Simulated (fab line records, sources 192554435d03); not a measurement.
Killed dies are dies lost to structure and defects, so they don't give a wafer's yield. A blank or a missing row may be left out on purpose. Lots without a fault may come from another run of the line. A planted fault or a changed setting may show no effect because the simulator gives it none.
Split-lot experiment | flow n5_finfet | 7 lots, 21 wafers read, on a route of 1938 steps

THE SPLIT
At N5_FIN_CUT_CUT_ETCH_26 (etches SiNx in CH3F/O2, target depth 39 nm, time 55.7 s), the setting time_s was moved away from the recipe's 55.7 s on 4 of the 21 wafers read, by -15.0% to +22.4%. The other wafers ran this setting at the recipe's value.

The file shows no step between the split and the reading.

THE READING
SOC_of_FIN_CUT_COAT_18.thk_nm (the simulator's own value, which no gauge read), in nm, at N5_FIN_CUT_CUT_ETCH_27 (etches SiO2 in CHF3/O2, target depth 4 nm, overetch 2 nm, time 4.9 s). The file gives no usual value for it. The 17 wafers here that ran the recipe average 207.5 nm, standard deviation 0.7 nm.

wafer  | tool, chamber at the split | time_s as run, s | against the recipe | SOC_of_FIN_CUT_COAT_18.thk_nm, nm | against lot-mates on the recipe
L074.1 | rie_diel-04, 0             | 55.7             | recipe             | 208.8                             | -
L074.2 | rie_diel-04, 3             | 68.18            | +22.4%             | 204.8                             | -3.8
L074.3 | rie_diel-04, 2             | 55.7             | recipe             | 208.4                             | -
L079.2 | rie_diel-02, 0             | 55.7             | recipe             | 207.8                             | -
L079.3 | rie_diel-02, 1             | 55.7             | recipe             | 206.2                             | -
L079.4 | rie_diel-02, 3             | 55.7             | recipe             | 206.8                             | -
L080.1 | rie_diel-02, 3             | 55.7             | recipe             | 207.2                             | -
L080.2 | rie_diel-02, 0             | 55.7             | recipe             | 208.2                             | -
L080.5 | rie_diel-02, 1             | 55.7             | recipe             | 208                               | -
L082.1 | rie_diel-01, 2             | 55.7             | recipe             | 207.6                             | -
L082.3 | rie_diel-01, 3             | 55.7             | recipe             | 207.2                             | -
L082.4 | rie_diel-01, 0             | 47.37            | -15.0%             | 208.8                             | +1.4
L085.1 | rie_diel-04, 0             | 55.7             | recipe             | 208.2                             | -
L085.3 | rie_diel-04, 3             | 50.75            | -8.9%              | 209                               | +0.8
L085.4 | rie_diel-04, 1             | 50.75            | -8.9%              | 209.6                             | +1.4
L089.1 | rie_diel-01, 2             | 55.7             | recipe             | 207                               | -
L089.5 | rie_diel-01, 3             | 55.7             | recipe             | 207                               | -
L089.3 | rie_diel-01, 0             | 55.7             | recipe             | 206.8                             | -
L091.1 | rie_diel-02, 2             | 55.7             | recipe             | 208                               | -
L091.2 | rie_diel-02, 3             | 55.7             | recipe             | 206.6                             | -
L091.5 | rie_diel-02, 0             | 55.7             | recipe             | 207.4                             | -

THE FIT
A straight line over all 21 wafers: SOC_of_FIN_CUT_COAT_18.thk_nm changes by -0.126 nm for each +1% of time_s; r = -0.77; the points scatter about the line by 0.71 nm.
The same after taking each lot's own level away (the mean of its wafers on the recipe; 21 wafers): -0.143 nm for each +1%; r = -0.90; scatter 0.46 nm.
On that fit, the largest move of time_s shifts the reading by 3.2 nm.
The lots' own levels span 206.93 to 208.60 nm, that is 2.4 times the standard deviation above.
So the lot-to-lot level blurs the effect unless lot-mates are compared.
Check: with one of the wafers moved furthest among these (+22.4%) left out of the fit, the line predicts -2.36 nm for it against its lot-mates. It came out at -3.8 nm against them.

OTHER SPLITS ON THESE WAFERS
These wafers also went through other splits before the reading. Each is held against what the fit with the lots' levels taken away leaves over:
other split on the same wafers                    | wafers away from the commonest value | r with SOC_of_FIN_CUT_COAT_18.thk_nm (lot level and that fit taken away)
N5_ZERO_LAYER_COAT_05 spin_rpm                    | 7                                    | -0.19
N5_ZERO_LAYER_DEVELOP_10 develop_time_s           | 8                                    | -0.35
N5_PMOS_HMC_CHANNEL_EPI_PEB_07 peb_temp_c         | 4                                    | +0.27
N5_PMOS_HMC_CHANNEL_EPI_DEVELOP_08 develop_time_s | 8                                    | +0.44
N5_FIN_SAQP_DESCUM_21 time_s                      | 5                                    | -0.04

THE WHOLE CHAIN: every reading that the file lists as answering this split, in the file's order
step                   | what it does                                                         | reading                                                                        | change (the file's fit)               | r (the file's)
N5_FIN_CUT_CUT_ETCH_26 | etches SiNx in CH3F/O2, target depth 39 nm, time 55.7 s              | etch.depth_nm (the simulator's own value, which no gauge read)                 | +0.344 nm for each +1% of the setting | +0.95
N5_FIN_CUT_CUT_ETCH_26 | etches SiNx in CH3F/O2, target depth 39 nm, time 55.7 s              | SOC_of_FIN_CUT_COAT_18.thk_nm (the simulator's own value, which no gauge read) | -0.148 nm for each +1% of the setting | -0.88
N5_FIN_CUT_CUT_ETCH_27 | etches SiO2 in CHF3/O2, target depth 4 nm, overetch 2 nm, time 4.9 s | SOC_of_FIN_CUT_COAT_18.thk_nm (the simulator's own value, which no gauge read) | -0.144 nm for each +1% of the setting | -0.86

THE FILE'S OWN FIT
SOC_of_FIN_CUT_COAT_18.thk_nm changes by -0.144 nm for each +1% of time_s, r = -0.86.
